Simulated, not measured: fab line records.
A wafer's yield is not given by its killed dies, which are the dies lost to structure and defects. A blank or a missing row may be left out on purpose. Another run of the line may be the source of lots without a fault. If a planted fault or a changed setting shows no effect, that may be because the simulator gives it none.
The tool behind it: which one? / flow nandHarc / 72 wafers from 24 lots sampled at 5 of the route's 1302 steps

## WHAT EACH GAUGE READ, for each wafer
NHARC_A_CONTACT_OVL_MEAS_43. Usual: overlayXNm -0.1 nm, standard deviation 0.91; overlayYNm 0.1 nm, standard deviation 0.85.
lot=L074; measured=day 21 20:54; on=overlay-01; overlayXNm (nm)=-0.3 -0.4 -0.1; overlayYNm (nm)=-0.4 -0.5 -0.7; flag=
lot=L075; measured=day 21 21:14; on=overlay-01; overlayXNm (nm)=-0.7 -0.4 -0.2; overlayYNm (nm)=-0.8 -1.0 -1.1; flag=
lot=L076; measured=day 22 06:23; on=overlay-02; overlayXNm (nm)=0.1 0.3 0.5; overlayYNm (nm)=0.7 1.3 0.7; flag=
lot=L077; measured=day 23 00:38; on=overlay-02; overlayXNm (nm)=0.0 -1.0 -0.7; overlayYNm (nm)=0.3 0.7 0.6; flag=
lot=L078; measured=day 23 00:29; on=overlay-01; overlayXNm (nm)=1.1 0.7 1.2; overlayYNm (nm)=-0.4 -0.7 -0.4; flag=
lot=L079; measured=day 23 17:43; on=overlay-02; overlayXNm (nm)=-1.0 -0.6 -0.5; overlayYNm (nm)=0.8 1.1 1.4; flag=
lot=L081; measured=day 24 01:53; on=overlay-01; overlayXNm (nm)=-0.4 0.2 0.3; overlayYNm (nm)=-0.7 0.1 0.0; flag=
lot=L080; measured=day 23 23:10; on=overlay-01; overlayXNm (nm)=-1.7 -1.4 -1.5; overlayYNm (nm)=2.1 1.3 1.1; flag=
lot=L082; measured=day 24 22:23; on=overlay-02; overlayXNm (nm)=-1.4 -1.8 -1.9; overlayYNm (nm)=0.1 0.4 0.4; flag=
lot=L083; measured=day 24 21:04; on=overlay-02; overlayXNm (nm)=-0.8 -1.0 -0.8; overlayYNm (nm)=1.5 1.3 2.3; flag=
lot=L085; measured=day 25 16:41; on=overlay-02; overlayXNm (nm)=0.8 0.5 0.6; overlayYNm (nm)=1.2 1.1 2.2; flag=
lot=L084; measured=day 25 23:23; on=overlay-01; overlayXNm (nm)=1.0 0.9 0.4; overlayYNm (nm)=-0.9 -0.3 -0.1; flag=
lot=L086; measured=day 26 10:08; on=overlay-01; overlayXNm (nm)=0.2 1.0 0.9; overlayYNm (nm)=0.1 0.6 -0.1; flag=
lot=L087; measured=day 27 00:59; on=overlay-01; overlayXNm (nm)=-0.2 0.2 -0.2; overlayYNm (nm)=0.3 0.6 0.3; flag=
lot=L089; measured=day 27 18:30; on=overlay-02; overlayXNm (nm)=-0.9 -1.1 -1.0; overlayYNm (nm)=-0.2 -0.2 0.1; flag=
lot=L088; measured=day 27 18:13; on=overlay-01; overlayXNm (nm)=1.3 1.2 0.8; overlayYNm (nm)=-1.4 -1.3 -0.7; flag=
lot=L091; measured=day 28 16:13; on=overlay-02; overlayXNm (nm)=-1.2 -1.7 -1.4; overlayYNm (nm)=0.2 -0.4 0.7; flag=
lot=L090; measured=day 28 15:24; on=overlay-01; overlayXNm (nm)=0.7 1.0 1.2; overlayYNm (nm)=-0.9 -0.6 -0.2; flag=
lot=L093; measured=day 29 15:32; on=overlay-02; overlayXNm (nm)=-0.5 -0.5 0.0; overlayYNm (nm)=-1.5 -1.3 -1.2; flag=
lot=L092; measured=day 29 15:46; on=overlay-01; overlayXNm (nm)=0.5 -0.1 1.0; overlayYNm (nm)=0.2 0.3 0.4; flag=
lot=L096; measured=day 30 06:01; on=overlay-01; overlayXNm (nm)=-0.1 0.2 0.0; overlayYNm (nm)=0.7 0.0 0.1; flag=
lot=L095; measured=day 30 03:32; on=overlay-01; overlayXNm (nm)=0.3 0.7 0.5; overlayYNm (nm)=-0.4 0.4 -0.5; flag=
lot=L094; measured=day 30 12:38; on=overlay-02; overlayXNm (nm)=1.8 1.7 1.9; overlayYNm (nm)=-0.6 -0.1 -0.8; flag=
lot=L097; measured=day 30 18:32; on=overlay-02; overlayXNm (nm)=-0.9 -0.3 -0.6; overlayYNm (nm)=-0.4 -0.4 -1.0; flag=

NHARC_A_CONTACT_CD_MEAS_69 targets a cd of 300 nm. Usual: 300.1 nm for cdNm, sd 0.48.
lot=L074; measured=day 22 07:00; on=cdSem-03; cdNm (nm)=300.1 300.0 300.3; flag=
lot=L075; measured=day 22 07:28; on=cdSem-01; cdNm (nm)=300.8 300.3 300.7; flag=
lot=L076; measured=day 22 16:19; on=cdSem-02; cdNm (nm)=299.6 299.4 299.5; flag=
lot=L077; measured=day 23 11:02; on=cdSem-03; cdNm (nm)=299.2 299.7 299.5; flag=
lot=L078; measured=day 23 10:37; on=cdSem-03; cdNm (nm)=300.2 300.2 300.1; flag=
lot=L079; measured=day 24 04:33; on=cdSem-03; cdNm (nm)=300.4 299.9 300.2; flag=
lot=L081; measured=day 24 14:22; on=cdSem-02; cdNm (nm)=300.7 300.6 299.7; flag=
lot=L080; measured=day 24 09:14; on=cdSem-02; cdNm (nm)=300.3 299.6 300.6; flag=
lot=L082; measured=day 25 10:14; on=cdSem-01; cdNm (nm)=299.4 299.4 300.1; flag=
lot=L083; measured=day 25 08:04; on=cdSem-01; cdNm (nm)=299.6 299.7 300.3; flag=
lot=L085; measured=day 26 03:45; on=cdSem-03; cdNm (nm)=300.3 300.1 300.1; flag=
lot=L084; measured=day 26 09:34; on=cdSem-02; cdNm (nm)=300.3 300.0 299.9; flag=
lot=L086; measured=day 26 20:38; on=cdSem-01; cdNm (nm)=300.6 299.9 299.8; flag=
lot=L087; measured=day 27 11:19; on=cdSem-02; cdNm (nm)=300.4 300.2 299.8; flag=
lot=L089; measured=day 28 04:59; on=cdSem-03; cdNm (nm)=300.9 300.0 300.8; flag=
lot=L088; measured=day 28 05:29; on=cdSem-03; cdNm (nm)=300.2 300.8 300.3; flag=
lot=L091; measured=day 29 02:57; on=cdSem-03; cdNm (nm)=300.2 300.4 299.7; flag=
lot=L090; measured=day 29 02:45; on=cdSem-01; cdNm (nm)=300.6 300.3 300.9; flag=
lot=L093; measured=day 30 01:43; on=cdSem-01; cdNm (nm)=300.8 300.9 300.6; flag=
lot=L092; measured=day 30 02:05; on=cdSem-02; cdNm (nm)=299.2 299.0 299.6; flag=
lot=L096; measured=day 30 18:01; on=cdSem-01; cdNm (nm)=299.8 300.0 300.1; flag=
lot=L095; measured=day 30 14:50; on=cdSem-03; cdNm (nm)=299.4 299.6 300.0; flag=
lot=L094; measured=day 30 23:59; on=cdSem-02; cdNm (nm)=299.7 299.7 300.1; flag=
lot=L097; measured=day 31 05:30; on=cdSem-02; cdNm (nm)=300.0 299.5 300.2; flag=

## WHICH TOOL RAN EACH LOT (tool, then ch and the chambers of the sampled wafers, then the start)
lot=L074; NHARC_A_WL_FILL_ALD_02=aldMetal-01 ch 0,1,3, day 20 17:10; NHARC_A_WL_FILL_ETCHBACK_26=rieSi-03 ch 1,2,3, day 21 11:14; NHARC_A_CONTACT_ETCH_113=harCapEtch-03 ch 0,1, day 21 23:11
lot=L075; NHARC_A_WL_FILL_ALD_02=aldMetal-02 ch 0,1,3, day 20 17:15; NHARC_A_WL_FILL_ETCHBACK_26=rieSi-04 ch 2,3, day 21 11:14; NHARC_A_CONTACT_ETCH_113=harCapEtch-02 ch 0,1, day 21 23:32
lot=L076; NHARC_A_WL_FILL_ALD_02=aldMetal-03 ch 0,1,3, day 21 04:47; NHARC_A_WL_FILL_ETCHBACK_26=rieSi-03 ch 2,3, day 21 20:58; NHARC_A_CONTACT_ETCH_113=harCapEtch-02 ch 0,1, day 22 08:43
lot=L077; NHARC_A_WL_FILL_ALD_02=aldMetal-01 ch 1,2, day 22 00:31; NHARC_A_WL_FILL_ETCHBACK_26=rieSi-03 ch 1,3, day 22 17:37; NHARC_A_CONTACT_ETCH_113=harCapEtch-03 ch 0,1, day 23 02:57
lot=L078; NHARC_A_WL_FILL_ALD_02=aldMetal-03 ch 1,2,3, day 22 02:46; NHARC_A_WL_FILL_ETCHBACK_26=rieSi-05 ch 0,2,3, day 22 17:38; NHARC_A_CONTACT_ETCH_113=harCapEtch-02 ch 0,1, day 23 02:48
lot=L079; NHARC_A_WL_FILL_ALD_02=aldMetal-01 ch 0,2,3, day 22 17:59; NHARC_A_WL_FILL_ETCHBACK_26=rieSi-05 ch 0,1,3, day 23 10:49; NHARC_A_CONTACT_ETCH_113=harCapEtch-03 ch 0,1, day 23 20:00
lot=L081; NHARC_A_WL_FILL_ALD_02=aldMetal-02 ch 1,3, day 22 23:41; NHARC_A_WL_FILL_ETCHBACK_26=rieSi-05 ch 0,1, day 23 18:56; NHARC_A_CONTACT_ETCH_113=harCapEtch-03 ch 0,1, day 24 04:12
lot=L080; NHARC_A_WL_FILL_ALD_02=aldMetal-02 ch 0,3, day 23 01:58; NHARC_A_WL_FILL_ETCHBACK_26=rieSi-04 ch 0,2, day 23 15:43; NHARC_A_CONTACT_ETCH_113=harCapEtch-01 ch 0,1, day 24 01:28
lot=L082; NHARC_A_WL_FILL_ALD_02=aldMetal-02 ch 1,2,3, day 23 19:50; NHARC_A_WL_FILL_ETCHBACK_26=rieSi-05 ch 0,1,2, day 24 14:49; NHARC_A_CONTACT_ETCH_113=harCapEtch-01 ch 0,1, day 25 00:43
lot=L083; NHARC_A_WL_FILL_ALD_02=aldMetal-01 ch 1,2,3, day 23 20:04; NHARC_A_WL_FILL_ETCHBACK_26=rieSi-04 ch 0,1, day 24 11:59; NHARC_A_CONTACT_ETCH_113=harCapEtch-03 ch 0,1, day 24 23:20
lot=L085; NHARC_A_WL_FILL_ALD_02=aldMetal-01 ch 0,3, day 24 13:09; NHARC_A_WL_FILL_ETCHBACK_26=rieSi-03 ch 0,2,3, day 25 09:19; NHARC_A_CONTACT_ETCH_113=harCapEtch-02 ch 0,1, day 25 19:07
lot=L084; NHARC_A_WL_FILL_ALD_02=aldMetal-01 ch 1,2,3, day 25 00:17; NHARC_A_WL_FILL_ETCHBACK_26=rieSi-05 ch 0,1,3, day 25 16:23; NHARC_A_CONTACT_ETCH_113=harCapEtch-01 ch 0,1, day 26 01:41
lot=L086; NHARC_A_WL_FILL_ALD_02=aldMetal-03 ch 1,3, day 25 07:44; NHARC_A_WL_FILL_ETCHBACK_26=rieSi-05 ch 1,3, day 26 03:22; NHARC_A_CONTACT_ETCH_113=harCapEtch-01 ch 0,1, day 26 12:28
lot=L087; NHARC_A_WL_FILL_ALD_02=aldMetal-01 ch 0,1,3, day 25 22:49; NHARC_A_WL_FILL_ETCHBACK_26=rieSi-05 ch 0,1,2, day 26 14:56; NHARC_A_CONTACT_ETCH_113=harCapEtch-03 ch 0,1, day 27 03:16
lot=L089; NHARC_A_WL_FILL_ALD_02=aldMetal-01 ch 0,1,2, day 26 16:01; NHARC_A_WL_FILL_ETCHBACK_26=rieSi-04 ch 1,2, day 27 11:17; NHARC_A_CONTACT_ETCH_113=harCapEtch-02 ch 0,1, day 27 21:11
lot=L088; NHARC_A_WL_FILL_ALD_02=aldMetal-03 ch 2,3, day 26 16:18; NHARC_A_WL_FILL_ETCHBACK_26=rieSi-05 ch 0,3, day 27 11:16; NHARC_A_CONTACT_ETCH_113=harCapEtch-03 ch 0, day 27 21:00
lot=L091; NHARC_A_WL_FILL_ALD_02=aldMetal-01 ch 0,1,2, day 27 11:17; NHARC_A_WL_FILL_ETCHBACK_26=rieSi-04 ch 0,2,3, day 28 03:43; NHARC_A_CONTACT_ETCH_113=harCapEtch-01 ch 0,1, day 28 19:03
lot=L090; NHARC_A_WL_FILL_ALD_02=aldMetal-03 ch 0,3, day 27 11:28; NHARC_A_WL_FILL_ETCHBACK_26=rieSi-05 ch 0,1,3, day 28 03:43; NHARC_A_CONTACT_ETCH_113=harCapEtch-03 ch 0,1, day 28 18:05
lot=L093; NHARC_A_WL_FILL_ALD_02=aldMetal-03 ch 0,2,3, day 28 14:23; NHARC_A_WL_FILL_ETCHBACK_26=rieSi-03 ch 0,1,2, day 29 06:52; NHARC_A_CONTACT_ETCH_113=harCapEtch-01 ch 0,1, day 29 17:52
lot=L092; NHARC_A_WL_FILL_ALD_02=aldMetal-01 ch 0,1,2, day 28 14:34; NHARC_A_WL_FILL_ETCHBACK_26=rieSi-04 ch 0,1,3, day 29 06:52; NHARC_A_CONTACT_ETCH_113=harCapEtch-03 ch 0,1, day 29 18:04
lot=L096; NHARC_A_WL_FILL_ALD_02=aldMetal-03 ch 1,2, day 29 04:22; NHARC_A_WL_FILL_ETCHBACK_26=rieSi-03 ch 0,1,2, day 29 20:51; NHARC_A_CONTACT_ETCH_113=harCapEtch-02 ch 0,1, day 30 08:17
lot=L095; NHARC_A_WL_FILL_ALD_02=aldMetal-02 ch 0,1,3, day 29 04:23; NHARC_A_WL_FILL_ETCHBACK_26=rieSi-05 ch 1,3, day 29 20:51; NHARC_A_CONTACT_ETCH_113=harCapEtch-03 ch 0,1, day 30 05:50
lot=L094; NHARC_A_WL_FILL_ALD_02=aldMetal-03 ch 0,1, day 29 08:00; NHARC_A_WL_FILL_ETCHBACK_26=rieSi-05 ch 0,3, day 30 00:26; NHARC_A_CONTACT_ETCH_113=harCapEtch-02 ch 0, day 30 15:05
lot=L097; NHARC_A_WL_FILL_ALD_02=aldMetal-02 ch 0,1,2, day 29 14:23; NHARC_A_WL_FILL_ETCHBACK_26=rieSi-04 ch 1,2,3, day 30 09:26; NHARC_A_CONTACT_ETCH_113=harCapEtch-02 ch 0,1, day 30 21:36
- NHARC_A_WL_FILL_ALD_02: deposits TiN, target thk 2 nm, pulse time 3 s, ald cycles 100.
- NHARC_A_WL_FILL_ETCHBACK_26: etches the open film in HBr, target depth 52 nm, time 13.3 s.
- NHARC_A_CONTACT_ETCH_113: etches the open film in C4F8/O2/Ar, time 190 s, target depth 1850 nm.

## AS READ BY THE TOOLS THEMSELVES (means over the sampled wafers that have a number; for cases with no such wafer, the mark the record gives instead)
NHARC_A_WL_FILL_ALD_02. Usual: heaterPowerW 1097 W, standard deviation 110; precursorPulseHeightRel 1.000, standard deviation 0.019.
lot=L074; tool=aldMetal-01; heaterPowerW (W)=1091; precursorPulseHeightRel=0.990; flag=
lot=L075; tool=aldMetal-02; heaterPowerW (W)=1161; precursorPulseHeightRel=1.015; flag=
lot=L076; tool=aldMetal-03; heaterPowerW (W)=1138; precursorPulseHeightRel=1.007; flag=
lot=L077; tool=aldMetal-01; heaterPowerW (W)=966; precursorPulseHeightRel=0.996; flag=
lot=L078; tool=aldMetal-03; heaterPowerW (W)=1115; precursorPulseHeightRel=1.009; flag=
lot=L079; tool=aldMetal-01; heaterPowerW (W)=1047; precursorPulseHeightRel=1.013; flag=
lot=L081; tool=aldMetal-02; heaterPowerW (W)=1127; precursorPulseHeightRel=0.994; flag=
lot=L080; tool=aldMetal-02; heaterPowerW (W)=1298; precursorPulseHeightRel=1.012; flag=
lot=L082; tool=aldMetal-02; heaterPowerW (W)=1062; precursorPulseHeightRel=0.998; flag=
lot=L083; tool=aldMetal-01; heaterPowerW (W)=1023; precursorPulseHeightRel=1.027; flag=
lot=L085; tool=aldMetal-01; heaterPowerW (W)=1133; precursorPulseHeightRel=0.983; flag=
lot=L084; tool=aldMetal-01; heaterPowerW (W)=1044; precursorPulseHeightRel=1.006; flag=
lot=L086; tool=aldMetal-03; heaterPowerW (W)=1161; precursorPulseHeightRel=1.000; flag=
lot=L087; tool=aldMetal-01; heaterPowerW (W)=1065; precursorPulseHeightRel=1.002; flag=
lot=L089; tool=aldMetal-01; heaterPowerW (W)=1041; precursorPulseHeightRel=0.995; flag=
lot=L088; tool=aldMetal-03; heaterPowerW (W)=1074; precursorPulseHeightRel=0.990; flag=
lot=L091; tool=aldMetal-01; heaterPowerW (W)=1031; precursorPulseHeightRel=0.983; flag=
lot=L090; tool=aldMetal-03; heaterPowerW (W)=1090; precursorPulseHeightRel=1.002; flag=
lot=L093; tool=aldMetal-03; heaterPowerW (W)=1081; precursorPulseHeightRel=1.007; flag=
lot=L092; tool=aldMetal-01; heaterPowerW (W)=1051; precursorPulseHeightRel=1.007; flag=
lot=L096; tool=aldMetal-03; heaterPowerW (W)=1226; precursorPulseHeightRel=1.012; flag=
lot=L095; tool=aldMetal-02; heaterPowerW (W)=1127; precursorPulseHeightRel=1.003; flag=
lot=L094; tool=aldMetal-03; heaterPowerW (W)=1128; precursorPulseHeightRel=1.000; flag=
lot=L097; tool=aldMetal-02; heaterPowerW (W)=1048; precursorPulseHeightRel=1.002; flag=

NHARC_A_WL_FILL_ETCHBACK_26. Usual: drypumpMotorCurrentA 5.6 A, standard deviation 0.39; heBacksideLeakSccm 2.70 sccm, standard deviation 0.27; oesProductAu 1.000 a.u., standard deviation 0.0071; rfFwdPowerW 342.7 W, standard deviation 1.8; throttleValvePct 23.266 %, standard deviation 0.0094.
lot=L074; tool=rieSi-03; drypumpMotorCurrentA (A)=6.1; heBacksideLeakSccm (sccm)=2.66; oesProductAu (a.u.)=0.997; rfFwdPowerW (W)=342.2; throttleValvePct (%)=23.275; flag=
lot=L075; tool=rieSi-04; drypumpMotorCurrentA (A)=5.3; heBacksideLeakSccm (sccm)=2.60; oesProductAu (a.u.)=0.998; rfFwdPowerW (W)=342.1; throttleValvePct (%)=23.259; flag=
lot=L076; tool=rieSi-03; drypumpMotorCurrentA (A)=6.1; heBacksideLeakSccm (sccm)=2.31; oesProductAu (a.u.)=1.003; rfFwdPowerW (W)=342.4; throttleValvePct (%)=23.261; flag=
lot=L077; tool=rieSi-03; drypumpMotorCurrentA (A)=6.2; heBacksideLeakSccm (sccm)=2.38; oesProductAu (a.u.)=0.986; rfFwdPowerW (W)=341.1; throttleValvePct (%)=23.267; flag=
lot=L078; tool=rieSi-05; drypumpMotorCurrentA (A)=5.4; heBacksideLeakSccm (sccm)=2.96; oesProductAu (a.u.)=1.004; rfFwdPowerW (W)=342.7; throttleValvePct (%)=23.265; flag=
lot=L079; tool=rieSi-05; drypumpMotorCurrentA (A)=5.4; heBacksideLeakSccm (sccm)=2.80; oesProductAu (a.u.)=1.004; rfFwdPowerW (W)=343.0; throttleValvePct (%)=23.265; flag=
lot=L081; tool=rieSi-05; drypumpMotorCurrentA (A)=5.4; heBacksideLeakSccm (sccm)=2.60; oesProductAu (a.u.)=1.004; rfFwdPowerW (W)=343.1; throttleValvePct (%)=23.274; flag=
lot=L080; tool=rieSi-04; drypumpMotorCurrentA (A)=5.9; heBacksideLeakSccm (sccm)=2.65; oesProductAu (a.u.)=1.013; rfFwdPowerW (W)=341.8; throttleValvePct (%)=23.264; flag=
lot=L082; tool=rieSi-05; drypumpMotorCurrentA (A)=5.4; heBacksideLeakSccm (sccm)=2.77; oesProductAu (a.u.)=0.998; rfFwdPowerW (W)=343.3; throttleValvePct (%)=23.272; flag=
lot=L083; tool=rieSi-04; drypumpMotorCurrentA (A)=5.5; heBacksideLeakSccm (sccm)=2.47; oesProductAu (a.u.)=1.004; rfFwdPowerW (W)=341.2; throttleValvePct (%)=23.260; flag=
lot=L085; tool=rieSi-03; drypumpMotorCurrentA (A)=5.9; heBacksideLeakSccm (sccm)=2.72; oesProductAu (a.u.)=0.998; rfFwdPowerW (W)=343.3; throttleValvePct (%)=23.269; flag=
lot=L084; tool=rieSi-05; drypumpMotorCurrentA (A)=5.4; heBacksideLeakSccm (sccm)=2.75; oesProductAu (a.u.)=1.004; rfFwdPowerW (W)=342.9; throttleValvePct (%)=23.273; flag=
lot=L086; tool=rieSi-05; drypumpMotorCurrentA (A)=5.4; heBacksideLeakSccm (sccm)=2.73; oesProductAu (a.u.)=0.997; rfFwdPowerW (W)=343.9; throttleValvePct (%)=23.261; flag=
lot=L087; tool=rieSi-05; drypumpMotorCurrentA (A)=5.4; heBacksideLeakSccm (sccm)=2.73; oesProductAu (a.u.)=1.000; rfFwdPowerW (W)=343.1; throttleValvePct (%)=23.264; flag=
lot=L089; tool=rieSi-04; drypumpMotorCurrentA (A)=5.5; heBacksideLeakSccm (sccm)=2.66; oesProductAu (a.u.)=0.997; rfFwdPowerW (W)=341.6; throttleValvePct (%)=23.265; flag=
lot=L088; tool=rieSi-05; drypumpMotorCurrentA (A)=5.4; heBacksideLeakSccm (sccm)=2.85; oesProductAu (a.u.)=1.004; rfFwdPowerW (W)=343.5; throttleValvePct (%)=23.262; flag=
lot=L091; tool=rieSi-04; drypumpMotorCurrentA (A)=5.6; heBacksideLeakSccm (sccm)=2.67; oesProductAu (a.u.)=0.994; rfFwdPowerW (W)=342.1; throttleValvePct (%)=23.260; flag=
lot=L090; tool=rieSi-05; drypumpMotorCurrentA (A)=5.4; heBacksideLeakSccm (sccm)=2.79; oesProductAu (a.u.)=1.002; rfFwdPowerW (W)=342.9; throttleValvePct (%)=23.268; flag=
lot=L093; tool=rieSi-03; drypumpMotorCurrentA (A)=6.0; heBacksideLeakSccm (sccm)=2.64; oesProductAu (a.u.)=0.991; rfFwdPowerW (W)=343.9; throttleValvePct (%)=23.269; flag=
lot=L092; tool=rieSi-04; drypumpMotorCurrentA (A)=5.2; heBacksideLeakSccm (sccm)=2.60; oesProductAu (a.u.)=0.996; rfFwdPowerW (W)=341.7; throttleValvePct (%)=23.275; flag=
lot=L096; tool=rieSi-03; drypumpMotorCurrentA (A)=6.0; heBacksideLeakSccm (sccm)=2.70; oesProductAu (a.u.)=0.991; rfFwdPowerW (W)=344.2; throttleValvePct (%)=23.262; flag=
lot=L095; tool=rieSi-05; drypumpMotorCurrentA (A)=5.4; heBacksideLeakSccm (sccm)=2.87; oesProductAu (a.u.)=0.992; rfFwdPowerW (W)=344.4; throttleValvePct (%)=23.257; flag=
lot=L094; tool=rieSi-05; drypumpMotorCurrentA (A)=5.4; heBacksideLeakSccm (sccm)=2.70; oesProductAu (a.u.)=0.996; rfFwdPowerW (W)=342.7; throttleValvePct (%)=23.268; flag=
lot=L097; tool=rieSi-04; drypumpMotorCurrentA (A)=5.2; heBacksideLeakSccm (sccm)=2.57; oesProductAu (a.u.)=0.998; rfFwdPowerW (W)=341.5; throttleValvePct (%)=23.257; flag=

NHARC_A_CONTACT_ETCH_113. Usual: 1.000 a.u. for oesAirLineAu, sd 0.02.
lot=L074; tool=harCapEtch-03; oesAirLineAu (a.u.)=1.004; flag=
lot=L075; tool=harCapEtch-02; oesAirLineAu (a.u.)=0.986; flag=
lot=L076; tool=harCapEtch-02; oesAirLineAu (a.u.)=1.020; flag=
lot=L077; tool=harCapEtch-03; oesAirLineAu (a.u.)=0.995; flag=
lot=L078; tool=harCapEtch-02; oesAirLineAu (a.u.)=0.999; flag=
lot=L079; tool=harCapEtch-03; oesAirLineAu (a.u.)=1.007; flag=
lot=L081; tool=harCapEtch-03; oesAirLineAu (a.u.)=0.995; flag=
lot=L080; tool=harCapEtch-01; oesAirLineAu (a.u.)=1.007; flag=
lot=L082; tool=harCapEtch-01; oesAirLineAu (a.u.)=1.014; flag=
lot=L083; tool=harCapEtch-03; oesAirLineAu (a.u.)=0.992; flag=
lot=L085; tool=harCapEtch-02; oesAirLineAu (a.u.)=0.995; flag=
lot=L084; tool=harCapEtch-01; oesAirLineAu (a.u.)=1.011; flag=
lot=L086; tool=harCapEtch-01; oesAirLineAu (a.u.)=1.006; flag=
lot=L087; tool=harCapEtch-03; oesAirLineAu (a.u.)=0.973; flag=
lot=L089; tool=harCapEtch-02; oesAirLineAu (a.u.)=0.990; flag=
lot=L088; tool=harCapEtch-03; oesAirLineAu (a.u.)=0.994; flag=
lot=L091; tool=harCapEtch-01; oesAirLineAu (a.u.)=0.997; flag=
lot=L090; tool=harCapEtch-03; oesAirLineAu (a.u.)=1.003; flag=
lot=L093; tool=harCapEtch-01; oesAirLineAu (a.u.)=0.993; flag=
lot=L092; tool=harCapEtch-03; oesAirLineAu (a.u.)=1.032; flag=
lot=L096; tool=harCapEtch-02; oesAirLineAu (a.u.)=1.002; flag=
lot=L095; tool=harCapEtch-03; oesAirLineAu (a.u.)=0.993; flag=
lot=L094; tool=harCapEtch-02; oesAirLineAu (a.u.)=1.006; flag=
lot=L097; tool=harCapEtch-02; oesAirLineAu (a.u.)=1.008; flag=

## THE ANSWER, worked out from the rows above alone
Rule: lot off if the mean of its wafers having a number is beyond 3 standard deviations from the usual mean. Also off: a lot with no number at a reading for which 4 or more lots have one. Where the step has rows for the other lots, those lots are counted as sound. The gauges are gone through in route order, then the tools' own readings, and for those a lot's mean is taken as printed above. At the first step where some lot is off, the reading lying furthest off is the one used; lots without a number count as furthest.
None of the lots is off at any reading shown; this tells nothing.

## WHAT WAS PUT IN BY THE SIMULATOR
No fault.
